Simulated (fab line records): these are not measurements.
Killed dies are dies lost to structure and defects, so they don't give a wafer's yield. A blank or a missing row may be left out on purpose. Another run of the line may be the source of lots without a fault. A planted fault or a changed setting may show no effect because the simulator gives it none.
Which tool is to blame? ; flow n5Finfet ; 11 lots, 33 wafers sampled, at 3 steps of a route of 1938

## WHAT EACH GAUGE READ, for each wafer
N5_MIM_BOT_LITHO_CD_MEAS_08 targets a cd of 3000 nm.
lot;measured;on;cdNm (nm)
L913;day 12 05:44;cdSem-03;2999.5 2997.9 2998.1
L912;day 12 16:21;cdSem-03;2996.3 2997.7 2994.4
L915;day 12 21:14;cdSem-03;2999.4 2999.2 2998.4
L917;day 13 22:43;cdSem-02;3000.2 3002.6 3002.0
L916;day 13 22:45;cdSem-02;2999.7 3001.1 3002.0
L921;day 14 10:29;cdSem-03;3000.7 2999.6 2999.3
L925;day 15 19:52;cdSem-01;2999.4 2999.2 3000.8
L930;day 16 14:16;cdSem-02;2999.8 2997.7 2998.2
L934;day 17 16:54;cdSem-03;2997.9 2998.8 2997.6
L932;day 17 16:30;cdSem-01;2998.0 2997.2 2998.7
L935;day 18 08:50;cdSem-01;2997.4 3001.8 3001.8

## EACH LOT AND THE TOOL THAT RAN IT (in order: tool; ch and the chambers of the sampled wafers; start)
lot;N5_BEOL_M15_SPUTTER_43;N5_BEOL_M15_SPUTTER_44
L913;pvdSputter-01, day 12 00:46;pvdSputter-01, day 12 00:51
L912;pvdSputter-01, day 12 09:49;pvdSputter-01, day 12 09:54
L915;pvdSputter-01, day 12 15:08;pvdSputter-01, day 12 15:13
L917;pvdSputter-03, day 13 13:44;pvdSputter-03, day 13 13:49
L916;pvdSputter-02, day 13 13:52;pvdSputter-02, day 13 13:57
L921;pvdSputter-03, day 14 03:53;pvdSputter-03, day 14 03:58
L925;pvdSputter-02, day 15 12:48;pvdSputter-02, day 15 12:53
L930;pvdSputter-02, day 16 09:23;pvdSputter-02, day 16 09:28
L934;pvdSputter-02, day 17 10:15;pvdSputter-02, day 17 11:44
L932;pvdSputter-03, day 17 10:20;pvdSputter-03, day 17 10:25
L935;pvdSputter-02, day 18 02:01;pvdSputter-02, day 18 02:06
- N5_BEOL_M15_SPUTTER_43: material TaN, target thk 15 nm, time 24.19 s.
- N5_BEOL_M15_SPUTTER_44: material Ta, target thk 15 nm, time 24.19 s.

## THE ANSWER, worked out from the rows above alone
Rule: what is usual is taken from the lots themselves. Put in order of their means at a reading, lots are off if they are a third of the lots or fewer, leave a main group of 4 or more, and stand apart from it by a gap of 3 or more times the standard deviation of the main group's means; of several such gaps the widest counts. If all means in a main group match to the digits the tables above print for the reading, that group is not used. A lot without any number at a reading at which 4 lots or more have one is off too. Any other lot the step has rows for is counted as sound.
Nothing can be told from this: no lot is off at any reading shown.

## WHAT WAS PUT IN BY THE SIMULATOR
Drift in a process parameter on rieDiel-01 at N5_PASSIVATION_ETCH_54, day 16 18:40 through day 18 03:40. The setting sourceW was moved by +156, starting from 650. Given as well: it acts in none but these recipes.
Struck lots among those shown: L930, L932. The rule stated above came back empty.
